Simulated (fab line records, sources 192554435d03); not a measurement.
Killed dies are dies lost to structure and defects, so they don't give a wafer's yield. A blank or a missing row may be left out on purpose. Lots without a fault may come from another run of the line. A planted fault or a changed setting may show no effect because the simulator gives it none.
Chamber matching | flow n5_finfet | N5_BEOL_M5_ETCH_75 on rie_diel-03: 4 sister chambers
The step etches underlayer in N2/H2, target depth 6.5 nm, time 5.2 s. 4 wafers are shown with their chamber, then 11 later ones without.

WAFERS WITH THEIR CHAMBER
wafer  | chamber | drypump_motor_current_A (A)
L087.2 | 2       | 4.9
L087.4 | 1       | 6.1
L087.5 | 3       | 5.9
L090.1 | 0       | 6.7

WAFERS WITHOUT THEIR CHAMBER
wafer  | drypump_motor_current_A (A)
L090.4 | 4.9
L090.5 | 4.9
L093.3 | 6.8
L093.4 | 4.9
L093.6 | 6.7
L094.1 | 6.1
L094.4 | 6.0
L094.5 | 4.9
L096.3 | 6.7
L096.5 | 5.9
L096.6 | 4.9

WHICH CHAMBER EACH WENT THROUGH
wafer  | from the rows above     | in truth
L090.4 | 2                       | 2
L090.5 | 2                       | 2
L093.3 | 0                       | 0
L093.4 | 2                       | 2
L093.6 | 0                       | 0
L094.1 | 1                       | 1
L094.4 | can't be placed: 1 or 3 | 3
L094.5 | 2                       | 2
L096.3 | 0                       | 0
L096.5 | 3                       | 3
L096.6 | 2                       | 2
Placed correctly: 10 of 11. Can't be placed from these rows: 1 (the true chamber is among the candidates in 1). Placed wrongly: 0.
How it was worked out, from the rows above alone: a wafer's distance from a chamber is the root of the sum, over the readings, of the square of ((its reading less the chamber's mean) divided by the reading's scatter). The wafer belongs to the nearest chamber; if the next one is less than 2 further off, it can't be placed. A chamber's mean is the mean of its shown wafers. The scatter: with one shown wafer a chamber, the root of the mean of the squares of how far each hidden wafer lies from its nearest shown one.
